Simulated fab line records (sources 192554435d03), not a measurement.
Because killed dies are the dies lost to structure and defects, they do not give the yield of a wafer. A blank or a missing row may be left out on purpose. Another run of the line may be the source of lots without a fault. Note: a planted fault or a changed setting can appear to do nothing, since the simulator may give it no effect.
Problem report in the 8D (eight disciplines) form, filled by code / flow n5_finfet / the parts of the form that need people (team, actions taken, sign-off) are left out

1. WHAT IS WRONG
Wafers without a fault read 0.74 a.u., standard deviation 0.07; oes_product_au at N5_BEOL_M15_VIA_ETCH_16 reads a mean of 1.06 a.u. on 2 wafers belonging to 2 lots. Measured from the usual mean, that is +4.6 standard deviations.
The step: etches SiO2 in C4F8/O2/Ar, target depth 1792.2 nm.
First seen on wafer L913.2, day 15 19:29, on rie_diel-05. Wafers with a number at this step in the record: 34, from 12 lots. By rule, "out" or "out of limits" means more than 4 standard deviations away from the usual mean. The rest of the wafers with a number are treated as sound.

2. WHAT IT IS AND WHAT IT IS NOT
question=which readings at this step | is=oes_product_au | is not=drypump_motor_current_A, rf_vpp_V, showerhead_plenum_p_Torr
question=which lots | is=L913, L916 | is not=L898, L900, L902, L903, L905, L908, L912, L918, L919, L920
question=which wafers of those lots | is=L913.2, L916.2 | is not=L913.3, L916.3
question=read on which tools | is=rie_diel-05 | is not=rie_diel-01, rie_diel-03
question=when | is=from day 15 19:29 | is not=up to then (22 sound wafers); but 10 sound wafers of L916, L918, L919, L920 came after

3. WHAT RULES OUT EACH SUSPECT
Counting: if a tool at a process step up to the reading ran every lot that is out, it stays a suspect. Sound lots after the first of them don't rule it out here, since some wafers of a struck lot are sound.
- pecvd-01 at N5_BEOL_M14_DEP_53 (deposits SiCN from 3MS/NH3, target thk 50 nm, time 17.8 s): kept. It processed each lot that is out (first: L913, day 15 18:27); up to then, its last sound lot is L912 (day 14 13:16).
- rie_diel-05 at N5_BEOL_M15_VIA_ETCH_16 (etches SiO2 in C4F8/O2/Ar, target depth 1792.2 nm): kept. It processed each lot that is out (first: L913, day 15 19:29); up to then, its last sound lot is L912 (day 14 14:21). Its own oes_product_au readings are out on those wafers.
- At N5_BEOL_M14_DEP_53 on pecvd-01, chamber 0 took the sound wafers of the same lots and chamber 2 took the wafers that are out.
- At N5_BEOL_M15_VIA_ETCH_16, inside rie_diel-05: chamber 3 took the wafers that are out, while their sound lot-mates went through chambers 1, 2.
The count leaves rie_diel-05 at N5_BEOL_M15_VIA_ETCH_16 and pecvd-01 at N5_BEOL_M14_DEP_53.

4. THE CAUSE (what the simulator had put in)
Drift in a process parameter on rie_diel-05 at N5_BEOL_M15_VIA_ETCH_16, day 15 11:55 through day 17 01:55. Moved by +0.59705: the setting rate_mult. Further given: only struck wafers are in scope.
Of the 2 suspects that counting leaves, this tool is one.

5. SEQUENCE OF EFFECTS, ordered by route
Each row: a reading whose mean over the struck wafers that have a number lies more than 3 standard deviations from the usual. Only readings for which the record gives a usual standard deviation are gone through. hours: the time from each lot's start at the first step in this table that gives one to its start at this step, as a median over the lots. sigmas: the change in usual standard deviations.
hours=0; step=N5_BEOL_M15_VIA_ETCH_16; reading=oes_product_au; usual=0.74 a.u.; on struck wafers=1.06; change=+0.32; sigmas=+4.6
The process steps in it:
- N5_BEOL_M15_VIA_ETCH_16: etches SiO2 in C4F8/O2/Ar, target depth 1792.2 nm.

6. WHAT WOULD HAVE CAUGHT IT SOONER
8 hours passed between the start of the fault at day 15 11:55 and the first reading out of limits in this record, taken at day 15 19:29.
